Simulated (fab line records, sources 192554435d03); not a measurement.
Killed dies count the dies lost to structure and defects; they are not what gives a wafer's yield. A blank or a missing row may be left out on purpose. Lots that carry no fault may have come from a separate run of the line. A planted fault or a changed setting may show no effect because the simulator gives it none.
fab line records	flow n5_finfet
record lots=6	wafers=18	last_day=18
route steps=1938 shown BEOL_M7@1317
lots that met no fault: taken from a fault-free run of the same line
start_h: hours from the record's opening day to when the first of the lot's shown wafers began	wait_h: hours elapsed since this lot's preceding step	" same as the row above	L1.1+2: a row that stands for several wafers	- either no value or no given start	* or withheld: withheld	< > ~ a bound
route shown NAME@n: a module of which the file shows steps, and the number in the route of the first	usual: mean and standard deviation over wafers with no fault	same: alike in all rows	chamber/n: place in a boat	sites: readings site by site	_std_site: standard deviation of those values	_edge_site: the outer-site mean with the inner-site mean subtracted	radius_mm: how far each site lies from the wafer's centre	mask NAME#n: copy n	behind: tool/chamber where the wafer was last shaped	hold: what put the lot on hold/how long, in hours/how the hold closed	device: which transistor (n, p or np) failed to switch	end of line: the same wafers' tests at the end of the route	a step given without rows: its recipe and nothing more	killed: dies that structure and defects cost at the first sort, which is not the same as the wafer's yield	map: dies across one wafer; x = killed, . = not, _ = none there
set.NAME: the setting as run; set.NAME@STEP: as run at that earlier step	model.NAME: the simulator's own value behind a step, which no gauge read
certain route steps with their lots: each step a table, each wafer a row
services: the hour from which a tool's chamber was out of use, counted from the record's first day as start_h (under 0 if before that day), plus the number of hours and why
## steps
# step N5_BEOL_M7_CURE_75
# recipe temp_c=370	time_s=120	ambient=DMADMS/He	material=SiCOH_lowk
# step N5_BEOL_M7_DEGAS_44
# recipe ambient=vacuum	temp_c=250	time_s=60
# usual heater_power_w=324/33
lot.wafer	tool	chamber	start_h	wait_h	heater_power_w
L378.1	pvd_sputter-02	-	200.98	0.7	339
L378.2	"	-	"	"	349
L378.5	"	-	"	"	328
L388.2	pvd_sputter-02	-	279.65	0.5	354
L388.4	"	-	"	"	330
L388.5	"	-	"	"	324
L392.1	pvd_sputter-01	-	287.20	0.3	345
L392.3	"	-	"	"	362
L392.4	"	-	"	"	319
L391.1	pvd_sputter-01	-	287.28	0.6	302
L391.2	"	-	"	"	368
L391.6	"	-	"	"	342
L387.1	pvd_sputter-03	-	287.45	0.3	364
L387.3	"	-	"	"	318
L387.6	"	-	"	"	320
L399.1	pvd_sputter-03	-	344.48	0.4	381
L399.5	"	-	"	"	277
L399.6	"	-	"	"	373
# step N5_BEOL_M7_PRE_CLEAN_45
# recipe gas=H2/He	time_s=30	temp_c=250
# step N5_BEOL_M7_ALD_77
# recipe material=TaN	target_thk_a=20	temp_c=275	ald_precursor_family=PDMAT	ald_co_reactant=NH3	pressure_torr=3	carrier_flow_sccm=1500	pulse_time_s=2	purge_time_s=3	co_reactant_purge_time_s=2	co_reactant_pulse_time_s=3	ald_cycles=40	precursor_vessel_temp_c=75	precursor_vessel_pressure_torr=26.25	precursor_vessel_carrier_sccm=1000
# step N5_BEOL_M7_SURFACE_TREAT_79
# recipe gas=Ar	time_s=*	ion_energy_ev=*	ion_current_ma_cm2=0.5	pressure_mtorr=*	ar_flow_sccm=30
# usual throttle_valve_pct=*
lot.wafer	tool	chamber	start_h	wait_h	throttle_valve_pct
L378.1	pvd_sputter-02	-	201.40	0.2	*
L378.2	"	-	"	"	*
L378.5	"	-	"	"	*
L388.2	pvd_sputter-01	-	280.15	0.3	*
L388.4	"	-	"	"	*
L388.5	"	-	"	"	*
L392.1	pvd_sputter-03	-	287.58	0.2	*
L392.3	"	-	"	"	*
L392.4	"	-	"	"	*
L391.1	pvd_sputter-02	-	287.66	0.2	*
L391.2	"	-	"	"	*
L391.6	"	-	"	"	*
L387.1	pvd_sputter-03	-	287.84	0.2	*
L387.3	"	-	"	"	*
L387.6	"	-	"	"	*
L399.1	pvd_sputter-02	-	345.09	0.2	*
L399.5	"	-	"	"	*
L399.6	"	-	"	"	*
# step N5_BEOL_M7_CVD_78
# recipe material=Co	target_thk_a=20	temp_c=withheld	precursor=CCTBA/H2	pressure_torr=30	time_s=142.3
# step N5_BEOL_M7_SPUTTER_48
# recipe material=Cu	target_thk_a=100	temp_c=-20	bias_v=60	power_w=26000	chamber_pressure_pa=0.13	time_s=1.667
# usual bias_v=60.0/0.58	substrate_temp_c=-19.98/0.1	throttle_valve_pct=29.9/1.1
lot.wafer	tool	chamber	start_h	wait_h	bias_v	substrate_temp_c	throttle_valve_pct
L378.1	pvd_sputter-02	-	201.88	0.1	59.8	-20.09	28.6
L378.2	"	-	"	"	60.2	-19.91	29.8
L378.5	"	-	"	"	61.1	-19.86	31.3
L388.2	pvd_sputter-01	-	280.51	0.1	60.1	-19.90	30.0
L388.4	"	-	"	"	60.1	-19.83	29.7
L388.5	"	-	"	"	60.4	-20.00	31.0
L392.1	pvd_sputter-03	-	287.76	0.1	59.2	-19.99	31.7
L392.3	"	-	"	"	60.1	-19.96	28.4
L392.4	"	-	"	"	60.8	-20.02	28.5
L391.1	pvd_sputter-01	-	287.88	0.1	59.2	-20.01	29.8
L391.2	"	-	"	"	60.4	-20.08	29.8
L391.6	"	-	"	"	59.9	-20.05	29.8
L387.1	pvd_sputter-03	-	288.34	0.4	60.5	-20.00	31.7
L387.3	"	-	"	"	59.9	-19.91	28.5
L387.6	"	-	"	"	60.6	-20.03	28.6
L399.1	pvd_sputter-01	-	346.35	0.9	59.9	-20.02	30.9
L399.5	"	-	"	"	59.6	-20.04	29.5
L399.6	"	-	"	"	61.2	-20.13	29.8
# step N5_BEOL_M7_ECD_50
# recipe material=Cu	target_thk_a=3000
# step N5_BEOL_M7_ANNEAL_51
# recipe temp_c=225	time_s=90	ambient=N2
# usual anneal_temp_c=225.02/0.14	wafer_temp_C_max=225.89/0.29
lot.wafer	tool	chamber	start_h	wait_h	anneal_temp_c	wafer_temp_C_max
L378.1	rtp_anneal-02	0	202.68	0.7	224.91	225.81
L378.2	"	0	"	"	225.32	225.81
L378.5	"	0	"	"	224.97	225.59
L388.2	rtp_anneal-02	0	280.77	0.1	225.05	225.86
L388.4	"	0	"	"	224.88	226.10
L388.5	"	0	"	"	225.30	225.86
L392.1	rtp_anneal-01	0	287.97	0.1	225.01	225.99
L392.3	"	0	"	"	225.06	226.08
L392.4	"	0	"	"	225.16	225.89
L391.1	rtp_anneal-01	0	288.24	0.2	225.13	226.03
L391.2	"	0	"	"	225.03	225.32
L391.6	"	0	"	"	224.93	225.75
L387.1	rtp_anneal-01	0	288.56	0.1	225.01	225.87
L387.3	"	0	"	"	225.22	225.54
L387.6	"	0	"	"	225.22	225.72
L399.1	rtp_anneal-01	0	346.56	0.1	224.87	225.92
L399.5	"	0	"	"	225.05	225.89
L399.6	"	0	"	"	224.79	226.07
# step N5_BEOL_M7_CMP_52
# recipe stop_on=SiCOH_lowk	t_overpolish_s=6.9	down_force_psi=1	platen_rpm=50	clearing_platen_down_force_psi=1.5	clearing_platen_rpm=50	post_cmp_clean=cu_alkaline	target_thk_nm=80	clearing_platen_pad_velocity_m_s=0.99484	pad_velocity_m_s=0.99484
# usual barrier_field_endpoint_s=29.2/0.87	motor_current_A=5.9/0.64	overpolish_run_s=6.900/0.0091	pad_life_wafers=1095/580	slurry_filter_dp_kPa=13.49/0.14	time_to_endpoint_s=63/3.4
lot.wafer	tool	chamber	start_h	wait_h	barrier_field_endpoint_s	motor_current_A	overpolish_run_s	pad_life_wafers	slurry_filter_dp_kPa	time_to_endpoint_s
L378.2	cmp-02	3	203.10	0.3	28.6	5.8	6.895	1914	13.45	63
L378.1	"	2	"	"	29.2	6.9	6.896	1917	13.32	64
L378.5	"	0	"	"	31.5	5.5	6.905	-	13.46	69
L388.2	cmp-01	3	281.06	0.2	30.3	6.3	6.899	1363	13.45	63
L388.4	"	0	"	"	30.4	5.9	6.911	1364	13.22	62
L388.5	"	3	"	"	30.3	6.1	6.881	-	13.64	63
L392.1	cmp-02	2	288.26	0.3	28.9	6.7	6.893	438	13.72	63
L392.3	"	3	"	"	28.6	5.8	6.903	439	13.66	58
L392.4	"	1	"	"	29.2	6.8	6.898	441	13.50	59
L391.1	cmp-03	2	288.55	0.3	27.3	7.6	6.906	1752	13.50	59
L391.2	"	1	"	"	27.1	5.8	6.907	1755	13.44	60
L391.6	"	2	"	"	28.1	7.7	6.908	-	13.06	57
L387.1	cmp-01	3	288.87	0.3	28.8	6.5	6.915	1446	13.35	64
L387.3	"	0	"	"	28.9	5.8	6.897	1447	13.56	61
L387.6	"	0	"	"	28.5	5.9	6.905	-	13.62	61
L399.1	cmp-02	2	347.07	0.5	29.2	6.8	6.907	915	13.35	64
L399.5	"	3	"	"	29.8	5.5	6.900	-	13.41	63
L399.6	"	0	"	"	30.8	5.3	6.896	-	13.48	67
# step N5_BEOL_M7_THK_MEAS_53
# recipe thk_meas_gauge=xrf	reads=Cu_of_BEOL_M7_ECD_50
# usual M7_THK=79.2/2.8
lot.wafer	tool	chamber	start_h	wait_h	M7_THK[nm]
L378.1	film_metro-01	-	203.39	-	78.6
L378.2	"	-	"	"	78.5
L378.5	"	-	"	"	81.2
L388.2	film_metro-01	-	281.32	-	82.8
L388.4	"	-	"	"	81.5
L388.5	"	-	"	"	83.2
L392.1	film_metro-02	-	288.56	-	77.3
L392.3	"	-	"	"	76.5
L392.4	"	-	"	"	78.0
L391.1	film_metro-02	-	288.84	-	80.4
L391.2	"	-	"	"	83.6
L391.6	"	-	"	"	81.7
L387.1	film_metro-02	-	289.17	-	82.3
L387.3	"	-	"	"	82.0
L387.6	"	-	"	"	82.6
L399.1	film_metro-01	-	347.25	-	81.7
L399.5	"	-	"	"	82.3
L399.6	"	-	"	"	84.0
# step N5_BEOL_M7_PRE_CLEAN_55
# recipe gas=NH3	time_s=15	temp_c=withheld	rf_power_w=300
# step N5_BEOL_M7_DEP_56
# recipe material=SiCN	target_thk_a=100	temp_c=withheld	precursor=3MS/NH3	pressure_torr=3	rf_w=202	time_s=17.5
# usual showerhead_plenum_p_Torr=3.665/0.012	throttle_valve_pct=9.1/0.48
lot.wafer	tool	chamber	start_h	wait_h	showerhead_plenum_p_Torr	throttle_valve_pct	model.SiCN_of_BEOL_M7_DEP_56.thk_nm
L378.1	pecvd-02	0	203.45	0.0	3.667	9.3	10.2
L378.2	"	1	"	"	3.656	9.7	10.2
L378.5	"	1	"	"	3.643	9.7	10.2
L388.2	pecvd-03	1	281.38	0.0	3.681	9.4	10.2
L388.4	"	2	"	"	3.662	8.9	10
L388.5	"	0	"	"	3.645	9.2	10
L392.1	pecvd-03	0	288.62	0.0	3.652	9.5	10.2
L392.3	"	2	"	"	3.669	9.0	9.8
L392.4	"	0	"	"	3.660	9.2	10
L391.1	pecvd-02	0	288.90	0.0	3.645	9.3	9.8
L391.2	"	1	"	"	3.646	9.7	9.8
L391.6	"	2	"	"	3.669	8.6	10
L387.1	pecvd-03	0	289.23	0.0	3.657	9.2	10.4
L387.3	"	1	"	"	3.675	9.0	10.2
L387.6	"	1	"	"	3.684	9.0	10.6
L399.1	pecvd-02	0	347.31	0.0	3.664	9.5	10
L399.5	"	1	"	"	3.663	9.5	10.4
L399.6	"	0	"	"	3.659	9.7	10.2
# step N5_BEOL_M7_RS_MEAS_57
# recipe thk_meas_gauge=four-point-probe	reads=Cu_of_BEOL_M7_ECD_50+Co_of_BEOL_M7_CVD_78+TaN_of_BEOL_M7_ALD_77
# usual M7_RS=0.286/0.013
lot.wafer	tool	chamber	start_h	wait_h	M7_RS[ohm/sq]
L378.1	film_metro-01	-	203.52	0.1	0.288
L378.2	"	-	"	"	0.288
L378.5	"	-	"	"	0.276
L388.2	film_metro-02	-	281.45	0.1	0.273
L388.4	"	-	"	"	0.277
L388.5	"	-	"	"	0.270
L392.1	film_metro-02	-	288.69	0.1	0.293
L392.3	"	-	"	"	0.299
L392.4	"	-	"	"	0.291
L391.1	film_metro-01	-	288.97	0.1	0.277
L391.2	"	-	"	"	0.266
L391.6	"	-	"	"	0.272
L387.1	film_metro-01	-	289.30	0.1	0.277
L387.3	"	-	"	"	0.277
L387.6	"	-	"	"	0.274
L399.1	film_metro-01	-	347.38	0.1	0.277
L399.5	"	-	"	"	0.275
L399.6	"	-	"	"	0.269
## services
tool	chamber	start_h	hours	kind
pecvd-02	0	182.67	2.3	repair
pecvd-02	-	184.08	0.6	repair
cmp-03	-	197.42	0.9	repair
cmp-01	-	200.65	0.3	repair
cmp-01	-	203.69	1.4	repair
pecvd-03	-	209.60	1.2	repair
cmp-02	-	225.93	1.8	repair
cmp-02	-	229.14	4.0	pm
pecvd-02	0	231.33	2.1	scheduled_down
cmp-02	-	233.14	-	consumable_replace:conditioner
cmp-02	-	233.14	-	consumable_replace:pad
pecvd-03	2	237.88	5.4	repair
rtp_anneal-01	-	250.65	1.2	pm
cmp-02	-	275.01	1.8	repair
cmp-03	-	289.89	0.8	repair
cmp-01	-	291.28	3.5	repair
cmp-02	-	294.31	4.3	repair
pecvd-03	2	309.52	7.6	repair
cmp-03	-	312.48	0.7	repair
cmp-03	-	315.57	5.6	repair
pvd_sputter-03	-	316.53	4.6	repair
cmp-03	-	339.87	4.0	pm
cmp-03	-	344.62	10.7	pm
cmp-01	-	346.94	1.4	repair
## key
first_sign none at tools or gauges
model_effect step=N5_BEOL_M7_DEP_56	value=SiCN_of_BEOL_M7_DEP_56.thk_nm	without=10	struck=10.4
met_at N5_BEOL_M7_DEP_56
struck_wafers L387.1,L387.6,L392.1
onset_between 281.38 288.62
fault kind=process_parameter_drift	tool=pecvd-03	chamber=-	onset_h=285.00	steps=N5_BEOL_M7_DEP_56	channel=time_s	offset=*	shape=step	end_h=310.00	scope=struck_wafers_only	acts_in=*	stated=*
